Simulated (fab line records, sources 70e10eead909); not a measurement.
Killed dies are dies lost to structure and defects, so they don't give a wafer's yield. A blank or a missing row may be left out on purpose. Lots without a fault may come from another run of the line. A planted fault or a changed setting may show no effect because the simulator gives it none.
A struck lot beside a sound one | flow nand_harc | 40 steps out of a route of 1159
Sound: wafers L276.1, L276.2, L276.4. Struck: wafers L288.4, L288.5, L288.6. The cause comes at the end.
At each step with rows: each side's tool, then ch and its chambers, then its first start. Under that, the readings that differ: sound wafers | struck wafers | difference of the means | sigmas: that difference in standard deviations of wafers without a fault.
alike: readings whose means differ by less than 2 such deviations, and words and numbers that are the same on both sides. not compared: withheld readings, readings that some wafer has no value for, bounds like >300 that may hide the same value, and numbers for which the record gives no deviation and whose values overlap.
The two part at a step that has a row with sigmas, a row that says differs or no value, or rows on one side only. Numbers that don't overlap but have no deviation are shown without sigmas and don't part them. A reading that every wafer of one side lacks parts them only if that side has two wafers or more.

NHARC_A_STAIRCASE_TRIM_224: chemistry O2, time 211.2 s.
  sound on rie_diel-11 ch 0,2,3; struck on rie_diel-11 ch 0,1,3
  alike: drypump_motor_current_A, oes_product_au, rf_vpp_V, showerhead_plenum_p_Torr, throttle_valve_pct
  not compared: rf_hours_counter_h
then, 1 step without rows for these wafers: NHARC_A_STAIRCASE_ETCH_225 (etches the open film in C4F8/O2, target depth 100 nm, time 40.5 s).
NHARC_A_STAIRCASE_TRIM_226: chemistry O2, time 211.2 s.
  sound on rie_diel-11 ch 0,1,3; struck on rie_diel-11 ch 1,2
  alike: drypump_motor_current_A, oes_product_au, rf_vpp_V, showerhead_plenum_p_Torr, throttle_valve_pct
  not compared: rf_hours_counter_h
NHARC_A_STAIRCASE_ETCH_227: etches the open film in C4F8/O2, target depth 100 nm, time 40.5 s.
  sound on rie_diel-11 ch 0,1,3; struck on rie_diel-11 ch 1,2,3
  alike: bias_w, oes_product_au, rf_vpp_V
  not compared: rf_hours_counter_h
then, 7 steps without rows for these wafers: NHARC_A_STAIRCASE_TRIM_229 (chemistry O2, time 211.2 s); NHARC_A_STAIRCASE_ETCH_230 (etches the open film in C4F8/O2, target depth 100 nm, time 40.5 s); NHARC_A_STAIRCASE_TRIM_231 (chemistry O2, time 211.2 s); NHARC_A_STAIRCASE_ETCH_232 (etches the open film in C4F8/O2, target depth 100 nm, time 40.5 s); NHARC_A_STAIRCASE_TRIM_233 (chemistry O2, time 211.2 s); NHARC_A_STAIRCASE_ETCH_234 (etches the open film in C4F8/O2, target depth 100 nm, time 40.5 s); NHARC_A_STAIRCASE_TRIM_235 (chemistry O2, time 211.2 s).
NHARC_A_STAIRCASE_ETCH_236: etches the open film in C4F8/O2, target depth 100 nm, time 40.5 s.
  sound on rie_diel-12 ch 0,2,3, day 12 03:49; struck on rie_diel-04 ch 1,2, day 15 08:39
  alike: bias_w, oes_product_au, rf_vpp_V
  not compared: rf_hours_counter_h
then, 13 steps without rows for these wafers: NHARC_A_STAIRCASE_STRIP_238 (strips in O2); NHARC_A_STAIRCASE_STRIP_239 (strips in SPM, time 900 s); NHARC_A_STAIRCASE_PRECLEAN_240 (cleans in SC1); NHARC_A_STAIRCASE_SRD_241; NHARC_A_STAIRCASE_DEHYDRATE_242 (time 120 s); NHARC_A_STAIRCASE_HMDS_243 (time 30 s); NHARC_A_STAIRCASE_COAT_244; NHARC_A_STAIRCASE_SOFTBAKE_245 (time 170 s); NHARC_A_STAIRCASE_EBR_246; NHARC_A_STAIRCASE_EXPOSE_247 (exposes mask SDS 1); NHARC_A_STAIRCASE_PEB_248 (peb time 130 s); NHARC_A_STAIRCASE_DEVELOP_249 (time 140 s); NHARC_A_STAIRCASE_HARDBAKE_251 (time 140 s).
NHARC_A_STAIRCASE_DESCUM_252: chemistry O2, time 3 s.
  sound on rie_diel-11 ch 0,1,2, day 12 05:31; struck on rie_diel-04 ch 0,2,3, day 15 10:14
  alike: drypump_motor_current_A, oes_product_au, rf_vpp_V, showerhead_plenum_p_Torr, throttle_valve_pct
  not compared: rf_hours_counter_h
then, 6 steps without rows for these wafers: NHARC_A_STAIRCASE_ETCH_253 (etches the open film in C4F8/O2, target depth 50 nm, time 20.2 s); NHARC_A_STAIRCASE_STRIP_254 (strips in O2); NHARC_A_STAIRCASE_STRIP_255 (strips in SPM, time 900 s); NHARC_A_STAIRCASE_PRECLEAN_256 (cleans in SC1); NHARC_A_STAIRCASE_SRD_257; NHARC_A_STAIRCASE_HM_DEP_456 (deposits aC, target thk 1500 nm).
NHARC_A_STAIRCASE_DEP_259: deposits SiON, target thk 30 nm.
  sound on pecvd-03 ch 0,1,2, day 12 08:23; struck on pecvd-04 ch 0,1,2, day 15 15:40
  alike: heater_power_w
then, 6 steps without rows for these wafers: NHARC_A_STAIRCASE_DEHYDRATE_281 (time 120 s); NHARC_A_STAIRCASE_HMDS_282 (time 30 s); NHARC_A_STAIRCASE_COAT_283; NHARC_A_STAIRCASE_SOFTBAKE_284 (time 170 s); NHARC_A_STAIRCASE_EBR_285; NHARC_A_STAIRCASE_EXPOSE_286 (exposes mask CHOP 100).
-- the record jumps here: 8 days lie between the struck wafers' starts before and after (it left off in module A_STAIRCASE and takes up again in module END, whose first step shown is number 1159 of the route) --
NHARC_END_SORT_01:
  sound on prober-01 ch 0, day 19 21:46; struck on prober-02 ch 0, day 23 08:08
  reading         | sound    | struck      | difference | sigmas
  killed_at_array | 29 18 23 | 127 137 107 | +100       | +9
  killed_dies     | 29 20 25 | 130 140 111 | +102       | +9
  alike: killed_at_other, killed_at_periphery, killed_open, killed_short

WHERE THEY PART
Only at NHARC_END_SORT_01, within this record.

WHY: what the simulator had put in
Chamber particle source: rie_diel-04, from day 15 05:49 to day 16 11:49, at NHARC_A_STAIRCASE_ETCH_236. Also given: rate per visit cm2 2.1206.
